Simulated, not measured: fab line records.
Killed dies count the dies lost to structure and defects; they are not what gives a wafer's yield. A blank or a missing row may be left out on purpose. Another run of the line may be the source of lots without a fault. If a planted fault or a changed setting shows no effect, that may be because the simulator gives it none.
Matching of chambers + flow n5-finfet + N5_BEOL_M2_PRE_CLEAN_60 on cvd-co-02: 3 sister chambers
The step time 15 s. 3 wafers are shown with their chamber, then 7 later ones without.

## WAFERS WITH THEIR CHAMBER
| wafer  | chamber | heater-power-w (W) |
|--------|---------|--------------------|
| L460.2 | 2       | 102                |
| L460.5 | 0       | 82                 |
| L462.2 | 1       | 30                 |

## WAFERS MISSING THEIR CHAMBER
| wafer  | heater-power-w (W) |
|--------|--------------------|
| L462.5 | 30                 |
| L463.1 | 30                 |
| L463.2 | 83                 |
| L463.3 | 104                |
| L465.1 | 101                |
| L465.3 | 30                 |
| L465.4 | 105                |

## CHAMBER TAKEN BY EACH
| wafer  | from the rows above | in truth |
|--------|---------------------|----------|
| L462.5 | 1                   | 1        |
| L463.1 | 1                   | 1        |
| L463.2 | 0                   | 0        |
| L463.3 | 2                   | 2        |
| L465.1 | 2                   | 2        |
| L465.3 | 1                   | 1        |
| L465.4 | 2                   | 2        |
Placed correctly: 7 of 7. Can't be placed from these rows: 0. Number placed wrongly: 0.
How it was worked out, from the rows above alone: a wafer's distance from a chamber is the root of the sum, over the readings, of the square of ((its reading less the chamber's mean) divided by the reading's scatter). The wafer belongs to the nearest chamber; if the next one is less than 2 further off, it can't be placed. The mean given for a chamber averages the wafers shown for that chamber. The scatter: with one shown wafer a chamber, the root of the mean of the squares of how far each hidden wafer lies from its nearest shown one.
